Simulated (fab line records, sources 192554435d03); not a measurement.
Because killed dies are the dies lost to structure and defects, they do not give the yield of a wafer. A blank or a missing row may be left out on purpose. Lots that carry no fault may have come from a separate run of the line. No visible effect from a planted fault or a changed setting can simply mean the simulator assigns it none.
Matching of chambers | flow n5 finfet | 4 sister chambers for N5_MOL_CONTACT_COAG_ALD_27 on ald sin-01
The step deposits SiOC, target thk 17 nm, pulse time 1.5 s, time 2720 s. 8 wafers are shown with their chamber, then 9 later ones without.

WAFERS WITH THEIR CHAMBER
wafer  | chamber | heater power w (W) | precursor pulse height rel
L080.6 | 3       | 661                | 1.001
L084.4 | 2       | 826                | 1.022
L087.3 | 2       | 842                | 1.028
L087.4 | 3       | 649                | 0.982
L087.5 | 1       | 833                | 0.971
L086.3 | 1       | 832                | 0.967
L086.4 | 0       | 971                | 0.981
L086.5 | 0       | 971                | 1.038

WAFERS MISSING THEIR CHAMBER
wafer  | heater power w (W) | precursor pulse height rel
L088.2 | 977                | 1.004
L088.4 | 824                | 0.975
L088.5 | 814                | 0.987
L091.1 | 834                | 1.047
L091.2 | 972                | 1.016
L091.3 | 649                | 1.027
L097.2 | 845                | 1.021
L097.4 | 984                | 1.028
L097.5 | 856                | 0.977

CHAMBER TAKEN BY EACH
wafer  | from the rows above     | in truth
L088.2 | 0                       | 0
L088.4 | can't be placed: 1 or 2 | 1
L088.5 | can't be placed: 1 or 2 | 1
L091.1 | 2                       | 2
L091.2 | 0                       | 0
L091.3 | 3                       | 3
L097.2 | can't be placed: 2 or 1 | 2
L097.4 | 0                       | 0
L097.5 | can't be placed: 1 or 2 | 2
Correct placement for 5 of the 9. Unplaceable from these rows: 4, with the true chamber sitting among the candidates in 4. 0 placed wrongly.
How it was worked out, from the rows above alone: a wafer's distance from a chamber is the root of the sum, over the readings, of the square of ((its reading less the chamber's mean) divided by the reading's scatter). The wafer belongs to the nearest chamber; if the next one is less than 2 further off, it can't be placed. A chamber's mean is the mean of its shown wafers. The scatter: the root of (the sum of the squares of (reading less its chamber's mean) over the shown wafers, divided by (wafers less chambers)).
